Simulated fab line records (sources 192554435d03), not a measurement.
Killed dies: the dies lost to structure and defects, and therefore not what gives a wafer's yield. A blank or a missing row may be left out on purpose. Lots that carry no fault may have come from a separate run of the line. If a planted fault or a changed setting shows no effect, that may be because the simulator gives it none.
fab line records	flow n5Finfet
record: lots: 3	wafers: 9	lastDay: 17
route steps=1938 shown BEOL_M4@1105 BEOL_M5@1112 PASSIVATION@1936
lots that met no fault: taken from a fault-free run of the same line
startH: the number of hours between the record's first day and the start of the first shown wafer of the lot	waitH: hours from the lot's prior step to this one	" identical to the entry in the row above	L1.1+2: one row covering several wafers at once	- no value, or no start was given	* or withheld: withheld	< > ~ a bound
route shown NAME@n: NAME is a module with steps in the file, n the number in the route of the first one	usual: mean/standard deviation taken from wafers without a fault	same: alike in all rows	chamber/n: place in a boat	sites: readings site by site	_std_site: how widely they spread, as a standard deviation	_edge_site: outer sites' mean less inner sites'	radiusMm: how far each site lies from the wafer's centre	mask NAME#n: copy n	behind: tool/chamber where the wafer was last shaped	hold: the reason the lot was held/the length of the hold in hours/how it ended	device: whichever transistor did not switch (one of n, p or np)	end of line: tests of these same wafers at the route's end	a step given without rows: its recipe and nothing more	killed: dies that structure and defects cost at the first sort, which is not the same as the wafer's yield	map: per-die view of a wafer (x killed, . not killed, _ where there is no die)
set.NAME: the setting as run; set.NAME@STEP: as run at that earlier step	model.NAME: the simulator's own value behind a step, which no gauge read
a table for each step, a row for each wafer; lots at some steps of the route
services: when a tool's chamber went out of use (startH, in hours from the record's first day, below 0 if earlier), for how many hours, and the reason
== steps ==
step: N5_BEOL_M4_PRE_CLEAN_60
recipe: gas: NH3/H2	timeS: 15	tempC: *	rfPowerW: 300
step: N5_BEOL_M4_CO_CAP_55
recipe: material: Co	targetThkA: 20	tempC: 200	precursor: CCTBA/H2	pressureTorr: 30	timeS: 102.1
step: N5_BEOL_M4_PRE_CLEAN_56
recipe: gas: NH3	timeS: 15	tempC: withheld	rfPowerW: 300
step: N5_BEOL_M4_DEP_57
recipe: material: SiCN	targetThkA: 80	tempC: withheld	precursor: 3MS/NH3	pressureTorr: 3	rfW: 202	timeS: 14
step: N5_BEOL_M5_ILD_DEP_00
recipe: material: SiCOH_lowk	targetThkA: 1406.4	tempC: 300	precursor: DEMS/porogen	pressureTorr: 5	rfW: 500	timeS: 25.9
step: N5_BEOL_M5_CURE_79
recipe: tempC: 385	timeS: 240	ambient: He/Ar	material: SiCOH_lowk
step: N5_BEOL_M5_PECVD_70
recipe: material: SiO2	targetThkA: 160	tempC: 400	precursor: TEOS/O2	pressureTorr: 5.5	rfW: 450	teosFlowSccm: 53.8	gas: O2	flowSccm: 3000	timeS: 18
step: N5_BEOL_M5_HM_DEP_02
recipe: material: TiN	targetThkA: 200	tempC: 25	chamberPressurePa: 0.49996
usual: substrateTempC: 25.01/0.1	throttleValvePct: 30.1/0.91
lot.wafer	tool	chamber	startH	waitH	substrateTempC	throttleValvePct	model.TiN_of_BEOL_M5_HM_DEP_02.thkNm
L273.1	pvdSputter-02	-	199.03	0.1	24.88	28.3	20
L273.2	"	-	"	"	25.17	31.7	19.6
L273.6	"	-	"	"	24.89	29.9	19.4
L277.2	pvdSputter-02	-	215.61	0.6	24.99	31.0	11.6
L277.3	"	-	"	"	24.92	28.2	20.4
L277.5	"	-	"	"	25.09	28.3	20.4
L289.3	pvdSputter-01	-	295.82	0.1	24.86	31.0	20
L289.4	"	-	"	"	25.09	28.0	20
L289.6	"	-	"	"	24.92	30.7	20
step: N5_BEOL_M5_COAT_59
recipe: resist: SOC	tempC: 250	timeS: 60	spinRpm: 1500	resistThkNm: 60
step: N5_BEOL_M5_COAT_60
recipe: resist: SiARC	tempC: 220	timeS: 60	spinRpm: 1500	resistThkNm: 12
step: N5_BEOL_M5_COAT_71
recipe: resist: underlayer	tempC: 205	timeS: 60	spinRpm: 1500	resistThkNm: 5
step: N5_BEOL_M5_COAT_05
recipe: resist: CAR-EUV	spinRpm: 1500	resistThkNm: 30
step: N5_BEOL_M5_EBR_07
recipe: solvent: PGMEA	ebrWidthMm: 1.5
step: N5_BEOL_M5_SOFTBAKE_06
recipe: tempC: 110	timeS: 60	resist: CAR-EUV
step: N5_BEOL_M5_EXPOSE_08
recipe: maskId: M5	na: 0.33	sourceShape: annular	sigmaInner: 0.4	sigmaOuter: 0.8	polarization: unpolarized	targetCdNm: 28	doseMj: 35.75
step: N5_BEOL_M5_PEB_09
recipe: pebTempC: 100	pebTimeS: 60	resist: CAR-EUV
step: N5_BEOL_M5_DEVELOP_10
recipe: developTimeS: 30	developer: TMAH	resist: CAR-EUV	rinseLiquid: surfactantRinse	dry: airSpin	devTempC: 23
step: N5_BEOL_M5_DESCUM_16
recipe: chemistry: O2	timeS: 7	sourcePowerW: 50	biasPowerW: 20	pressureMtorr: 20	rfFrequencyHz: 2.712e+07	tempC: 40	resist: CAR-EUV	o2FlowSccm: 225
step: N5_BEOL_M5_ETCH_72
recipe: chemistry: N2/H2	target: underlayer	targetDepthA: 65	maskMaterial: CAR-EUV	timeS: 5.2	ionEnergyEv: 200	pressureMtorr: 30	sourceW: 840	biasW: 150	n2FlowSccm: 200	h2FlowSccm: 200	ends: cleared
step: N5_BEOL_M5_ETCH_61
recipe: chemistry: CF4	target: SiARC	targetDepthA: 156	maskMaterial: CAR-EUV	timeS: 26	ionEnergyEv: 80	pressureMtorr: 40	sourceW: 545	biasW: 36	Ar_flow_sccm: 100	cf4FlowSccm: 100	ends: cleared
step: N5_BEOL_M5_ETCH_62
recipe: chemistry: N2/H2	target: SOC	targetDepthA: 750	overetchA: 150	maskMaterial: SiARC	tempC: 40	timeS: 112.5	ionEnergyEv: 200	pressureMtorr: 30	sourceW: 840	biasW: 150	n2FlowSccm: 200	h2FlowSccm: 200
step: N5_BEOL_M5_STRIP_63
recipe: chemistry: N2/H2	tempC: 40	n2FlowSccm: 200	h2FlowSccm: 200	rfFrequencyHz: 6e+07
step: N5_BEOL_M5_STRIP_73
recipe: chemistry: N2/H2	tempC: 40	n2FlowSccm: 200	h2FlowSccm: 200	rfFrequencyHz: 6e+07
step: N5_BEOL_M5_STRIP_64
recipe: chemistry: CF4	resist: SiARC	powerW: 300	biasPowerW: 75	pressureMtorr: 50	cf4FlowSccm: 150	rfFrequencyHz: 6e+07
step: N5_BEOL_M5_HM_OPEN_17
recipe: chemistry: Cl2/BCl3	targetDepthA: 200	overetchA: 60	target: TiN	maskMaterial: SOC	ionEnergyEv: 150	pressureMtorr: 10	icpW: 1000	biasW: 126	Cl2_flow_sccm: 53.25	bcl3FlowSccm: 21.75	Ar_flow_sccm: 25
usual: chamberPressureMTorr: 10.000/0.0088	drypumpMotorCurrentA: 5.3/0.54	heBacksideLeakSccm: 3.36/0.29	mfcArSccm: 25.00/0.081	oesProductAu: 0.65/0.051	rfFwdPowerW: 993.0/2.9	throttleValvePct: 22.22/0.13
lot.wafer	tool	chamber	startH	waitH	chamberPressureMTorr	drypumpMotorCurrentA	heBacksideLeakSccm	mfcArSccm	oesProductAu	rfFwdPowerW	rfHoursCounterH	throttleValvePct	model.etch.depthNm
L273.1	rieMetal-03	0	199.91	0.0	9.991	5.5	3.24	25.00	0.69	986.5	35	22.06	19.96
L273.2	"	1	"	"	9.991	4.9	3.16	25.12	0.65	992.4	45	22.35	19.58
L273.6	"	1	"	"	10.017	4.9	2.95	25.00	0.65	991.6	-	22.37	19.37
L277.2	rieMetal-01	0	216.52	0.0	10.009	6.2	3.65	24.96	0.46	991.4	71	22.63	11.56
L277.3	"	0	"	"	10.004	6.2	3.55	25.01	0.61	994.7	-	22.31	20.42
L277.5	"	1	"	"	9.995	4.9	3.56	25.07	0.69	994.0	-	22.18	20.45
L289.3	rieMetal-01	1	296.61	0.1	10.004	4.9	3.22	24.83	0.67	990.9	-	22.19	19.93
L289.4	"	0	"	"	9.994	6.3	3.89	24.93	0.59	991.4	-	22.35	19.99
L289.6	"	1	"	"	9.978	4.9	3.19	24.92	0.68	988.2	-	22.20	19.93
step: N5_BEOL_M5_STRIP_19
recipe: chemistry: O2	powerW: 400	tempC: 40	pressureMtorr: 30	rfFrequencyHz: 6e+07	biasPowerW: 0	overashFraction: 0.2	o2FlowSccm: 225
step: N5_BEOL_M5_COAT_65
recipe: resist: SOC	tempC: 250	timeS: 60	spinRpm: 1500	resistThkNm: 60
step: N5_BEOL_M5_COAT_66
recipe: resist: SiARC	tempC: 220	timeS: 60	spinRpm: 1500	resistThkNm: 12
step: N5_BEOL_M5_COAT_74
recipe: resist: underlayer	tempC: 205	timeS: 60	spinRpm: 1500	resistThkNm: 5
step: N5_BEOL_M5_COAT_22
recipe: resist: CAR-EUV	spinRpm: 1500	resistThkNm: 30
step: N5_BEOL_M5_EBR_24
recipe: solvent: PGMEA	ebrWidthMm: 1.5
step: N5_BEOL_M5_SOFTBAKE_23
recipe: tempC: 110	timeS: 60	resist: CAR-EUV
step: N5_BEOL_M5_EXPOSE_25
recipe: maskId: V4	na: 0.33	sourceShape: quasar	sigmaInner: 0.2	sigmaOuter: 0.6	polarization: unpolarized	defocusNm: 10	doseMj: 52.75
step: N5_BEOL_M5_TRENCH_ETCH_37
recipe: chemistry: C4F6/O2	targetDepthA: 716.52	target: SiCOH_lowk	timeS: 24.7	ionEnergyEv: 250	pressureMtorr: 30	sourceW: 345	biasW: 185	Ar_flow_sccm: 300	C4F6_flow_sccm: 10	O2_flow_sccm: 10
usual: C4F6_flow_sccm: 10.00/0.032	O2_flow_sccm: 10.004/0.03	chamberPressureMTorr: 30.000/0.03	drypumpMotorCurrentA: 5.75/0.3	mfcArSccm: 300.0/0.9	oesProductAu: 0.78/0.08	rfFwdPowerW: 339.7/1.3	rfVppV: 667/14	showerheadPlenumPTorr: 2.83/0.096	throttleValvePct: 20.96/0.25
lot.wafer	tool	chamber	startH	waitH	C4F6_flow_sccm	O2_flow_sccm	chamberPressureMTorr	drypumpMotorCurrentA	mfcArSccm	oesProductAu	rfFwdPowerW	rfHoursCounterH	rfVppV	showerheadPlenumPTorr	throttleValvePct	model.TiN_of_BEOL_M5_HM_DEP_02.thkNm
L273.1	rieDiel-06	1	-	-	10.05	10.010	30.003	5.65	300.3	0.75	339.8	173	645	2.68	20.65	17.8
L273.2	"	3	"	"	10.00	9.984	30.029	5.87	299.3	0.77	339.9	141	668	2.71	20.71	17.4
L273.6	"	1	"	"	9.99	9.986	30.029	5.64	300.1	0.75	338.2	-	646	2.68	20.65	17.2
L277.2	rieDiel-03	1	-	-	9.98	10.032	30.011	5.95	300.3	0.76	339.5	152	649	2.84	20.86	9.4
L277.3	"	0	"	"	10.02	9.977	29.983	6.42	298.3	0.88	340.3	21	683	2.77	20.69	18.4
L277.5	"	2	"	"	9.99	10.004	30.019	6.05	301.1	0.70	338.8	-	640	2.74	21.10	18.4
L289.3	rieDiel-05	3	-	-	10.03	9.995	29.947	5.89	300.9	0.78	339.5	100	680	2.90	21.25	17.8
L289.4	"	2	"	"	9.97	10.018	30.038	5.31	299.9	0.68	342.2	228	660	2.85	21.28	18
L289.6	"	2	"	"	10.00	10.022	29.956	5.34	300.6	0.68	343.3	-	663	2.85	21.29	18
step: N5_PASSIVATION_PROBE_49
usual: defectLimitedYield: 91.1/1.4	killed_at_M0_to_M3: 34/11	killed_at_M4_up: 14/5.6	killedAtContacts: 13/5.9	killedAtFrontEnd: 40/11	killedAtOther: 4/3.1	killedDies: 105/16	killedOpen: 68/11	killedShort: 34/8.4	sort_bin_4_leakage: 0.01/0.11	sort_bin_5_function: 5.2/0.86	sort_bin_6_memory: 3.2/0.7	sortNPass: 1074/21	sortYieldPct: 91.0/1.8
same: grossDies: 1180	killedAtBackSide: 0	sort_bin_8_speed[%]: 0
lot.wafer	tool	chamber	startH	waitH	defectLimitedYield[%]	killed_at_M0_to_M3	killed_at_M4_up	killedAtContacts	killedAtFrontEnd	killedAtOther	killedDies	killedOpen	killedShort	sort_bin_4_leakage[%]	sort_bin_5_function[%]	sort_bin_6_memory[%]	sortNPass	sortYieldPct[%]
L273.1	prober-01	-	300.08	0.0	92.3	30	19	7	34	1	91	66	25	0	3.9	3.8	1089	92.3
L273.2	prober-01	-	300.13	0.1	91.8	32	16	7	36	6	97	64	30	0	5.9	2.2	1083	91.8
L273.6	prober-01	-	300.33	0.3	91.9	30	23	6	35	1	95	67	28	0	5.1	2.8	1085	91.9
L277.2	prober-02	-	320.22	0.1	90.6	45	13	20	32	1	111	75	32	0	5.5	3.5	1069	90.6
L277.3	prober-02	-	320.27	0.1	89.9	38	16	20	43	2	119	86	19	0	4.0	4.9	1061	89.9
L277.5	prober-02	-	320.37	0.2	89.8	41	17	16	41	5	120	88	28	0	6.2	3.6	1060	89.8
L289.3	prober-02	-	412.88	0.1	90.6	51	9	22	29	0	111	82	29	0	5.8	3.3	1069	90.6
L289.4	prober-02	-	412.93	0.2	93.1	35	10	10	26	1	82	49	33	0.34	4.8	1.8	1094	92.7
L289.6	prober-02	-	413.03	0.3	87.5	64	14	18	50	2	148	83	63	0	6.2	5.8	1032	87.5
killed by level:class
L273.1 STI_FIN_REVEAL:geometricParticle:open=13 BEOL_M0_SAQP:geometricParticle:open=8 BEOL_M2:geometricParticle:open=8 BEOL_M5:geometricParticle:open=6 MOL_CONTACT_COAG:geometricParticle:open=6 FIN_SAQP:geometricParticle:open=5 BEOL_M4:geometricParticle:open=5 BEOL_M0_SAQP:geometricParticle:short=5
L273.2 FIN_SAQP:geometricParticle:open=9 BEOL_M2:geometricParticle:open=9 BEOL_M0_SAQP:geometricParticle:open=7 BEOL_M0_SAQP:geometricParticle:short=7 FIN_SAQP:geometricParticle:short=6 BEOL_M4:geometricParticle:open=6 DUMMY_GATE:geometricParticle:open=4 MOL_CONTACT_COAG:geometricParticle:open=4
L273.6 BEOL_M2:geometricParticle:open=14 BEOL_M4:geometricParticle:open=10 FIN_SAQP:geometricParticle:short=7 DUMMY_GATE:geometricParticle:open=7 MOL_CONTACT_COAG:geometricParticle:open=6 FIN_SAQP:geometricParticle:open=5 STI_FIN_REVEAL:geometricParticle:open=5 GATE_CUT:geometricParticle:short=4
L277.2 MOL_CONTACT_COAG:geometricParticle:open=17 BEOL_M3:geometricParticle:open=12 BEOL_M0_SAQP:geometricParticle:short=10 BEOL_M0_SAQP:geometricParticle:open=8 BEOL_M4:geometricParticle:open=8 FIN_SAQP:geometricParticle:short=7 BEOL_M2:geometricParticle:open=7 DUMMY_GATE:geometricParticle:open=5
L277.3 MOL_CONTACT_COAG:geometricParticle:open=19 BEOL_M0_SAQP:geometricParticle:open=14 HKMG_FIN:areaEtch=11 STI_FIN_REVEAL:geometricParticle:open=10 BEOL_M0_SAQP:geometricParticle:short=7 BEOL_M4:geometricParticle:open=7 FIN_SAQP:geometricParticle:open=6 BEOL_M2:geometricParticle:open=5
L277.5 MOL_CONTACT_COAG:geometricParticle:open=12 STI_FIN_REVEAL:geometricParticle:open=11 BEOL_M2:geometricParticle:open=9 FIN_SAQP:geometricParticle:open=8 BEOL_M3:geometricParticle:open=8 BEOL_M4:geometricParticle:open=7 BEOL_M0:geometricParticle:open=7 BEOL_M0_SAQP:geometricParticle:short=5
L289.3 BEOL_M3:geometricParticle:open=17 MOL_CONTACT_COAG:geometricParticle:open=16 BEOL_M0_SAQP:geometricParticle:open=11 BEOL_M0_SAQP:geometricParticle:short=8 FIN_SAQP:geometricParticle:open=7 MOL_CONTACT_COAG:geometricParticle:short=6 BEOL_M1:geometricParticle:open=6 BEOL_M4:geometricParticle:open=6
L289.4 BEOL_M0_SAQP:geometricParticle:open=10 MOL_CONTACT_COAG:geometricParticle:open=8 BEOL_M2:geometricParticle:open=7 FIN_SAQP:geometricParticle:short=5 BEOL_M2:geometricParticle:short=5 BEOL_M3:geometricParticle:open=5 STARTING-WAFER:geometricParticle:short=4 FIN_SAQP:geometricParticle:open=3
L289.6 BEOL_M0_SAQP:geometricParticle:short=24 BEOL_M0_SAQP:geometricParticle:open=16 MOL_CONTACT_COAG:geometricParticle:open=15 GATE_CUT:geometricParticle:short=9 BEOL_M3:geometricParticle:open=8 FIN_SAQP:geometricParticle:short=7 DUMMY_GATE:geometricParticle:open=6 ILD0:geometricParticle:open=6
== services ==
tool	chamber	startH	hours	kind
pvdSputter-02	-	177.90	0.7	repair
rieDiel-06	2	182.28	6.3	repair
rieDiel-06	2	188.79	-	clean
rieDiel-06	2	188.79	-	consumableReplace:focusRing
rieDiel-06	2	188.79	-	consumableReplace:showerhead
rieDiel-06	2	188.79	20.9	scheduledDown
rieDiel-06	2	188.79	20.9	ventCycle
rieDiel-03	3	204.13	13.8	repair
rieDiel-06	-	216.83	4.3	pm
rieDiel-05	3	228.51	2.4	repair
rieDiel-06	2	235.86	5.7	repair
rieMetal-01	1	240.63	35.6	repair
rieMetal-03	-	246.78	0.1	repair
rieDiel-05	-	249.68	4.3	pm
rieMetal-01	0	262.04	7.6	repair
rieDiel-05	-	290.91	0.9	repair
== key ==
firstSign: step: N5_BEOL_M5_HM_OPEN_17	reading: oesProductAu	direction: down	sigmas: 3.6	usual: 0.65	struck: 0.46
effect none on later readings
modelEffect: step: N5_BEOL_M5_HM_DEP_02	value: TiN_of_BEOL_M5_HM_DEP_02.thkNm	without: 19.8	struck: 11.6
modelEffect: step: N5_BEOL_M5_HM_OPEN_17	value: etch.depthNm	without: 19.73	struck: 11.56
modelEffect: step: N5_BEOL_M5_TRENCH_ETCH_37	value: TiN_of_BEOL_M5_HM_DEP_02.thkNm	without: 17.6	struck: 9.4
metAt N5_BEOL_M5_HM_DEP_02
struckWafers L277.2
baselineLoss: step: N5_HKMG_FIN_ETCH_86	wafers: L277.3
onsetBetween 199.03 215.61
fault: kind: processParameterDrift	tool: pvdSputter-02	chamber: -	onsetH: 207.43	steps: N5_BEOL_M5_HM_DEP_02	channel: targetThkA	offset: *	shape: step	endH: 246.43	scope: struckWafersOnly	actsIn: *	stated: *
baselineLoss: these wafers lose ten dies or more at that step, a loss of the line's own and not of a fault; the sort's usual values leave them out
